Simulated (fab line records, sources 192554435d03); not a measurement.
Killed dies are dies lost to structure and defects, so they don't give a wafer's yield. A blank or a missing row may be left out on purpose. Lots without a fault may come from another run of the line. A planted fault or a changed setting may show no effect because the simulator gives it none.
Split-lot experiment | flow n5_finfet | 7 lots, 21 wafers read, on a route of 1938 steps

THE SPLIT
At N5_BEOL_M0_SAQP_ETCH_106 (etches SOC in N2/H2, stops on SiNx, target depth 150 nm), the setting target_depth_a was moved away from the recipe's 1500 angstrom on 6 of the 21 wafers read, by -11.2% to +6.1%. The other wafers ran this setting at the recipe's value.

The file shows no step between the split and the reading.

THE READING
SOC_of_BEOL_M0_SAQP_COAT_105.thk_nm (the simulator's own value, which no gauge read), in nm, at N5_BEOL_M0_SAQP_ETCH_107 (etches SiNx in CH3F/O2, target depth 30 nm). The file gives no usual value for it. The 15 wafers here that ran the recipe average 13.2 nm, standard deviation 2 nm.

wafer  | tool, chamber at the split | target_depth_a as run, angstrom | against the recipe | SOC_of_BEOL_M0_SAQP_COAT_105.thk_nm, nm | against lot-mates on the recipe
L074.1 | rie_diel-03, 2             | 1388                            | -7.5%              | 23.6                                    | +8.2
L074.2 | rie_diel-03, 3             | 1388                            | -7.5%              | 19.2                                    | +3.8
L074.4 | rie_diel-03, 0             | 1500                            | recipe             | 15.4                                    | -
L075.4 | rie_diel-01, 3             | 1500                            | recipe             | 12.8                                    | -
L075.5 | rie_diel-01, 3             | 1500                            | recipe             | 12.6                                    | -
L075.6 | rie_diel-01, 0             | 1500                            | recipe             | 9                                       | -
L078.1 | rie_diel-02, 2             | 1500                            | recipe             | 15.4                                    | -
L078.3 | rie_diel-02, 3,1           | 1500                            | recipe             | 11.6                                    | -
L078.6 | rie_diel-02, 3,1           | 1500                            | recipe             | 11.6                                    | -
L081.3 | rie_diel-02, 0             | 1500                            | recipe             | 13.8                                    | -
L081.4 | rie_diel-02, 0             | 1591                            | +6.1%              | 8.8                                     | -6.1
L081.5 | rie_diel-02, 2             | 1500                            | recipe             | 16                                      | -
L089.2 | rie_diel-01, 0             | 1500                            | recipe             | 10.4                                    | -
L089.5 | rie_diel-01, 1             | 1332                            | -11.2%             | 21.2                                    | +10.8
L089.6 | rie_diel-01, 0             | 1332                            | -11.2%             | 18.4                                    | +8.0
L090.1 | rie_diel-01, 1             | 1500                            | recipe             | 12.6                                    | -
L090.2 | rie_diel-01, 2             | 1500                            | recipe             | 15.2                                    | -
L090.4 | rie_diel-01, 2             | 1500                            | recipe             | 15.6                                    | -
L091.1 | rie_diel-01, 3             | 1500                            | recipe             | 13.2                                    | -
L091.3 | rie_diel-01, 1             | 1500                            | recipe             | 12.6                                    | -
L091.5 | rie_diel-01, 2             | 1433                            | -4.5%              | 18.6                                    | +5.7
Where a row lists several chambers, the file gives one row for several wafers and doesn't say which wafer went through which chamber.

THE FIT
A straight line over all 21 wafers: SOC_of_BEOL_M0_SAQP_COAT_105.thk_nm changes by -0.752 nm for each +1% of target_depth_a; r = -0.82; the points scatter about the line by 2.3 nm.
The same after taking each lot's own level away (the mean of its wafers on the recipe; 21 wafers): -0.868 nm for each +1%; r = -0.93; scatter 1.5 nm.
On that fit, the largest move of target_depth_a shifts the reading by 9.7 nm.
The lots' own levels span 10.40 to 15.40 nm, that is 2.5 times the standard deviation above.
So the lot-to-lot level changes the slope: the two fits differ.
Check: with one of the wafers moved furthest among these (-11.2%) left out of the fit, the line predicts +9.21 nm for it against its lot-mates. It came out at +10.8 nm against them.

OTHER SPLITS ON THESE WAFERS
These wafers also went through other splits before the reading. Each is held against what the fit with the lots' levels taken away leaves over:
other split on the same wafers        | wafers away from the commonest value | r with SOC_of_BEOL_M0_SAQP_COAT_105.thk_nm (lot level and that fit taken away)
N5_BEOL_M0_SAQP_PECVD_04 time_s       | 9                                    | +0.05
N5_BEOL_M0_SAQP_COAT_82 spin_rpm      | 7                                    | -0.08
N5_BEOL_M0_SAQP_SPACER1_ALD_98 temp_c | 7                                    | -0.06

THE WHOLE CHAIN: every reading that the file lists as answering this split, in the file's order
step                     | what it does                                            | reading                                                                              | change (the file's fit)               | r (the file's)
N5_BEOL_M0_SAQP_ETCH_106 | etches SOC in N2/H2, stops on SiNx, target depth 150 nm | SOC_of_BEOL_M0_SAQP_COAT_105.thk_nm (the simulator's own value, which no gauge read) | -0.881 nm for each +1% of the setting | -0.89
N5_BEOL_M0_SAQP_ETCH_107 | etches SiNx in CH3F/O2, target depth 30 nm              | SOC_of_BEOL_M0_SAQP_COAT_105.thk_nm (the simulator's own value, which no gauge read) | -0.893 nm for each +1% of the setting | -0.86

THE FILE'S OWN FIT
SOC_of_BEOL_M0_SAQP_COAT_105.thk_nm changes by -0.893 nm for each +1% of target_depth_a, r = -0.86.
